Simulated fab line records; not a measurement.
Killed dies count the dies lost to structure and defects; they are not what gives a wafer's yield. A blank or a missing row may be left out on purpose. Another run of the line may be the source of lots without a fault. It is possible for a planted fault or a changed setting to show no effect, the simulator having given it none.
Comparing a struck lot with a sound one	flow n5_finfet	38 out of 1938 route steps
Sound: wafers L581.1, L581.2, L581.3. Wafers L579.3, L579.5, L579.6 were the ones struck. The cause is named last.
Each step with rows lists, per side, the tool, then ch with its chambers, then its first start. Under that, the readings that differ: sound wafers	struck wafers	difference of the means	sigmas: that difference in standard deviations of wafers without a fault.
alike: a reading whose means differ by less than 2 such deviations, as well as words and numbers matching on both sides. not compared: withheld readings; readings where some wafer has no value; bounds like >300 that might hide an equal value; numbers whose values overlap and for which the record gives no deviation.
A row with sigmas, a row that says differs or no value, or rows on one side alone: a step with any of these is where the two part. Numbers that don't overlap but have no deviation are shown without sigmas and don't part them. Lack of a reading on every wafer of one side parts them only where that side has two or more wafers.

first, 10 steps without rows for these wafers: N5_PMOS_HMC_CHANNEL_EPI_DESCUM_14 (chemistry O2, time 7.9 s); N5_PMOS_HMC_CHANNEL_EPI_ETCH_32 (etches BARC in N2/H2, stops on SiO2, target depth 85.8 nm, time 50.3 s); N5_PMOS_HMC_CHANNEL_EPI_HM_OPEN_15 (chemistry CHF3/O2, target SiO2, target depth 40.6 nm, time 20.3 s); N5_PMOS_HMC_CHANNEL_EPI_STRIP_33 (strips in N2/H2); N5_PMOS_HMC_CHANNEL_EPI_STRIP_17 (strips in SPM, time 750 s); N5_PMOS_HMC_CHANNEL_EPI_ETCH_38 (etches SiO2 in CF4, target depth 1.5 nm); N5_PMOS_HMC_CHANNEL_EPI_FIN_RECESS_16 (chemistry HBr/Cl2, target Si, target depth 54 nm, time 18 s); N5_PMOS_HMC_CHANNEL_EPI_PRECLEAN_36 (cleans in O3/DIW, time 45 s); N5_PMOS_HMC_CHANNEL_EPI_PRECLEAN_18 (cleans in DHF, time 30 s); N5_PMOS_HMC_CHANNEL_EPI_SRD_19 (time 30 s).
N5_PMOS_HMC_CHANNEL_EPI_EPI_20: deposits SiGe30, target thk 59 nm.
  sound on epi_rpcvd-01 ch 0, day 6 17:59; struck on epi_rpcvd-04 ch 0, day 6 06:43
reading	sound	struck	difference	sigmas
chamber_pressure_Torr (Torr)	19.97 19.98 20.04	13.01 12.96 12.98	-7.01	-99 or more
model.SiGe30_of_PMOS_HMC_CHANNEL_EPI_EPI_20.thk_nm (nm)	58.33 57.35 58.09	50.08 50.48 50.19	-7.67	
  alike: susceptor_temp_C_max
then, 3 steps without rows for these wafers: N5_PMOS_HMC_CHANNEL_EPI_HM_STRIP_35 (strips SiO2 in dHF, material SiO2, target depth 39.6 nm, time 216 s); N5_PMOS_HMC_CHANNEL_EPI_SRD_39 (time 30 s); N5_PMOS_HMC_CHANNEL_EPI_CMP_21 (polishes SiGe30, target thk 54 nm).
N5_PMOS_HMC_CHANNEL_EPI_THK_MEAS_22:
  struck on film_metro-01, day 6 07:56; sound on film_metro-01, day 6 19:38
reading	sound	struck	difference	sigmas
HMC_CMP_THK (nm)	52.6 54.8 54.2	50.0 50.5 50.2	-3.6	-5
then, 1 step without rows for these wafers: N5_PMOS_HMC_CHANNEL_EPI_PRECLEAN_40 (cleans in DHF, time 30 s).
N5_PMOS_HMC_CHANNEL_EPI_PRECLEAN_37: cleans in O3/DIW, time 45 s.
  sound on wet_bench-05 ch 0,2,3, day 6 19:40; struck on wet_bench-05 ch 3,5,7, day 6 07:59
reading	sound	struck	difference	sigmas
model.SiGe30_of_PMOS_HMC_CHANNEL_EPI_EPI_20.thk_nm (nm)	53.37 53.36 53.4	49.32 49.71 49.42	-3.89	
  alike: temp_c
then, 19 steps without rows for these wafers: N5_PMOS_HMC_CHANNEL_EPI_PRECLEAN_24 (cleans in DHF, time 30 s); N5_PMOS_HMC_CHANNEL_EPI_SRD_25 (time 30 s); N5_PMOS_HMC_CHANNEL_EPI_EPI_26 (deposits Si from SiH4/H2, target thk 3.8 nm, time 22.7 s); N5_FIN_SAQP_PRECLEAN_42 (cleans in O3/DIW, time 60 s); N5_FIN_SAQP_PRECLEAN_00 (cleans in SC1, time 60 s); N5_FIN_SAQP_PRECLEAN_44 (cleans in SC2, time 45 s); N5_FIN_SAQP_SRD_01 (time 30 s); N5_FIN_SAQP_ALD_61 (deposits SiO2, target thk 4 nm, pulse time 1 s, purge time 2 s); N5_FIN_SAQP_DENSIFY_62 (time 60 s); N5_FIN_SAQP_HM_DEP_03 (deposits SiNx from SiH4/NH3/N2, target thk 38 nm, time 33.6 s); N5_FIN_SAQP_PECVD_47 (deposits a-Si from SiH4/He, target thk 45 nm, time 36.3 s); N5_FIN_SAQP_PECVD_48 (deposits SiNx from SiH4/NH3/N2, target thk 25 nm, time 22.1 s); N5_FIN_SAQP_PECVD_06 (deposits a-Si from SiH4/He, target thk 60 nm, time 48.1 s); N5_FIN_SAQP_HM_DEP_72 (deposits SiO2 from SiH4/N2O, target thk 12 nm, time 7.2 s); N5_FIN_SAQP_COAT_49 (time 60 s, resist thk 100 nm); N5_FIN_SAQP_COAT_50 (time 60 s, resist thk 35 nm); N5_FIN_SAQP_COAT_10 (resist thk 90 nm); N5_FIN_SAQP_EBR_12; N5_FIN_SAQP_SOFTBAKE_11 (time 60 s).
-- here the record skips 6 days between the struck wafers' starts before and after, leaving off in module FIN_SAQP and picking up in module BEOL_M4 (first step shown: number 1111 of the route) --
N5_BEOL_M4_RC_MEAS_101:
  sound on prober-02 ch 0, day 12 22:58; struck on prober-01 ch 0, day 12 18:44
reading	sound	struck	difference	sigmas
ION_P (uA/um)	464 465 463	405 410 419	-53	-6
VT_P (mV)	-250 -251 -249	-260 -264 -260	-11	-3
VT_P_LONG (mV)	-273 -273 -271	-289 -291 -290	-18	-6
VT_P_LVT (mV)	-98.6 -99.4 -99.2	-107.7 -109.1 -107.2	-8.9	-3
  alike: DIBL_N, DIBL_P, IOFF_N, IOFF_P, ION_N, SS_N, SS_P, VT_N
-- the record jumps here: 4 days lie between the struck wafers' starts before and after (it left off in module BEOL_M4 and takes up again in module PASSIVATION, whose first step shown is number 1936 of the route) --
N5_PASSIVATION_PROBE_49:
  struck on prober-02, day 16 23:13; sound on prober-02, day 17 08:22
reading	sound	struck	difference	sigmas
sort_bin_8_speed (%)	0 0 0	90.51 92.37 78.14	+87.01	+99 or more
sort_n_pass	1095 1075 1074	13 0 142	-1030	-54
sort_yield_pct (%)	92.8 91.1 91.0	1.1 0 12.0	-87.3	-55
  alike: defect_limited_yield, killed_at_M0_to_M3, killed_at_M4_up, killed_at_contacts, killed_at_front_end, killed_at_other, killed_dies, killed_on_rim, killed_open, killed_short, sort_bin_5_function, sort_bin_6_memory

WHERE THEY PART
First at N5_PMOS_HMC_CHANNEL_EPI_EPI_20; last, within this record, at N5_PASSIVATION_PROBE_49.

WHY: what the simulator had put in
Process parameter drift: epi_rpcvd-04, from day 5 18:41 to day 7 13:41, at N5_PMOS_HMC_CHANNEL_EPI_EPI_20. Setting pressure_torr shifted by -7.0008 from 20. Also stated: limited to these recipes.
